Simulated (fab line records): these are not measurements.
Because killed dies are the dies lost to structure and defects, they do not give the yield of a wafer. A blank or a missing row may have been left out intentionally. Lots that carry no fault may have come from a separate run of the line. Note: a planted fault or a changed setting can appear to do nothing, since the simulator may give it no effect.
Matching of chambers | flow n5_finfet | N5_BEOL_M3_ETCH_64 on rie_diel-06 has 4 sister chambers
The step etches SOC in N2/H2, target depth 75 nm, overetch 15 nm, time 112.5 s. 20 wafers are shown with their chamber, then 10 later ones without.

## WAFERS WITH THEIR CHAMBER
wafer  | chamber | throttle_valve_pct (%) | showerhead_plenum_p_Torr (Torr) | oes_product_au (a.u.)
L076.1 | 1       | 18.01                  | 2.54                            | 0.59
L076.4 | 2       | 17.88                  | 2.51                            | 0.55
L076.6 | 1       | 18.02                  | 2.54                            | 0.59
L077.3 | 1       | 18.03                  | 2.54                            | 0.59
L077.4 | 3       | 17.77                  | 2.60                            | 0.70
L077.6 | 2       | 17.89                  | 2.51                            | 0.56
L080.4 | 3       | 17.76                  | 2.60                            | 0.69
L080.5 | 3       | 17.76                  | 2.59                            | 0.70
L080.6 | 0       | 17.50                  | 2.45                            | 0.65
L081.3 | 0       | 17.52                  | 2.45                            | 0.66
L081.5 | 1       | 18.06                  | 2.53                            | 0.59
L081.6 | 0       | 17.51                  | 2.45                            | 0.65
L085.1 | 2       | 17.89                  | 2.50                            | 0.55
L085.2 | 3       | 17.77                  | 2.59                            | 0.67
L085.3 | 1       | 18.06                  | 2.53                            | 0.58
L087.1 | 1       | 18.08                  | 2.53                            | 0.57
L087.3 | 0       | 17.54                  | 2.44                            | 0.65
L087.5 | 3       | 17.79                  | 2.59                            | 0.66
L089.1 | 2       | 17.93                  | 2.50                            | 0.55
L089.5 | 1       | 18.06                  | 2.53                            | 0.58

SIGNATURES (averages over the wafers above)
reading                  | chamber 0 | chamber 1 | chamber 2 | chamber 3 | scatter within a chamber
throttle_valve_pct       | 17.5175   | 18.0457   | 17.8975   | 17.7700   | 0.0208
showerhead_plenum_p_Torr | 2.4475    | 2.5343    | 2.5050    | 2.5940    | 0.0054
oes_product_au           | 0.6525    | 0.5843    | 0.5525    | 0.6840    | 0.0107
Rule: for each reading, subtract the chamber's mean from the wafer's reading, divide by that reading's scatter and square the result; add these up over the readings and take the root, which gives the wafer's distance from the chamber. The wafer belongs to the nearest chamber; if the next one is less than 2 further off, it can't be placed. The scatter: take each reading less its chamber's mean, square it, sum over the shown wafers, divide by the number of wafers less the number of chambers, and take the root.

## WAFERS WITH NO CHAMBER GIVEN
wafer  | throttle_valve_pct (%) | showerhead_plenum_p_Torr (Torr) | oes_product_au (a.u.)
L089.6 | 17.54                  | 2.44                            | 0.63
L091.1 | 17.80                  | 2.58                            | 0.66
L091.2 | 18.07                  | 2.52                            | 0.58
L091.4 | 17.94                  | 2.50                            | 0.54
L093.1 | 18.07                  | 2.52                            | 0.57
L093.3 | 17.80                  | 2.58                            | 0.66
L093.4 | 17.93                  | 2.49                            | 0.54
L096.3 | 17.57                  | 2.44                            | 0.64
L096.5 | 17.56                  | 2.44                            | 0.64
L096.6 | 17.81                  | 2.58                            | 0.66

## THE CHAMBER EACH PASSED THROUGH
wafer  | from the rows above | in truth
L089.6 | 0                   | 0
L091.1 | 3                   | 3
L091.2 | 1                   | 1
L091.4 | 2                   | 2
L093.1 | 1                   | 1
L093.3 | 3                   | 3
L093.4 | 2                   | 2
L096.3 | 0                   | 0
L096.5 | 0                   | 0
L096.6 | 3                   | 3
Correct placement for 10 of the 10. From these rows, 0 cannot be placed. Placed wrongly: 0.
